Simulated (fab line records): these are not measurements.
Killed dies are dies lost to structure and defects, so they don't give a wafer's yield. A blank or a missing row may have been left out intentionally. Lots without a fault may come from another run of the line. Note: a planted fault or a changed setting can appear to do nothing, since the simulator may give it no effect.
Problem report, 8D (eight disciplines) form, completed by code | flow nand-harc | the parts of the form that need people (team, actions taken, sign-off) are left out

== 1. THE ISSUE ==
mfc-precursor-sccm at NHARC_A_STAIRCASE_DEP_325 reads a mean of 210.2 sccm on 3 wafers of 2 lots; wafers without a fault read 199.9 sccm with a standard deviation of 0.64. Relative to the usual mean, that is a shift of +16 standard deviations.
The step: deposits SiO2, target thk 3800 nm.
First observed at day 16 19:16: wafer L240.2, on pecvd-01. Wafers with a number at this step in the record: 39, from 13 lots. By rule, "out" or "out of limits" means more than 4 standard deviations away from the usual mean. All remaining wafers that have a number are taken as sound.

== 2. WHAT IT IS AND WHAT IT IS NOT ==
question                    | is                     | is not
which readings at this step | mfc-precursor-sccm     | heater-power-w
which lots                  | L237, L240             | L225, L226, L227, L228, L231, L232, L233, L234, L236, L246, L247
which wafers of those lots  | L237.1, L237.6, L240.2 | L237.4, L240.1, L240.5
read on which tools         | pecvd-01               | pecvd-02, pecvd-04
when                        | from day 16 19:16      | up to then (29 sound wafers); but 7 sound wafers of L237, L246, L247 came after

== 3. SUSPECTS, AND WHAT RULES EACH OUT ==
Counting: any tool at a process step up to the reading remains a suspect provided it ran every lot that is out. Sound lots after the first of them don't rule it out here, since some wafers of a struck lot are sound.
- pecvd-01 at NHARC_A_STAIRCASE_DEP_325 (deposits SiO2, target thk 3800 nm): kept. Every lot that is out went through it, the first being L240 (day 16 19:16); the last sound lot it ran before that was L236 (day 15 22:38). Out on those wafers are its own readings of mfc-precursor-sccm.
- pecvd-01, NHARC_A_STAIRCASE_DEP_325: wafers that are out in chamber 0, sound lot-mates in chambers 1, 2.
Left after counting: pecvd-01 at NHARC_A_STAIRCASE_DEP_325.

== 4. THE CAUSE (what the simulator had put in) ==
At NHARC_A_STAIRCASE_DEP_325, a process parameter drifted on pecvd-01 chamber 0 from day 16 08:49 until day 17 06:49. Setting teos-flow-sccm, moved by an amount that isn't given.
Only this tool survived the counting.

== 5. SEQUENCE OF EFFECTS, ordered by route ==
One row per reading whose mean, taken over the struck wafers that have a number, lies over 3 standard deviations from the usual. Only readings for which the record gives a usual standard deviation are gone through. hours: the time from each lot's start at the first step in this table that gives one to its start at this step, as a median over the lots. sigmas: the change in usual standard deviations.
hours | step                      | reading            | usual      | on struck wafers | change | sigmas
0     | NHARC_A_STAIRCASE_DEP_325 | mfc-precursor-sccm | 199.9 sccm | 210.2            | +10.3  | +16
It contains these process steps:
- NHARC_A_STAIRCASE_DEP_325: deposits SiO2, target thk 3800 nm.
Later measuring or inspecting steps at which every struck wafer that the step has a row for has a number for every such reading, and none has moved that far: NHARC_END_SORT_01.

== 6. WHAT WOULD HAVE CAUGHT IT SOONER ==
In this record no reading fell out of limits until day 16 19:16, 10 hours after the fault had begun at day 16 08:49.
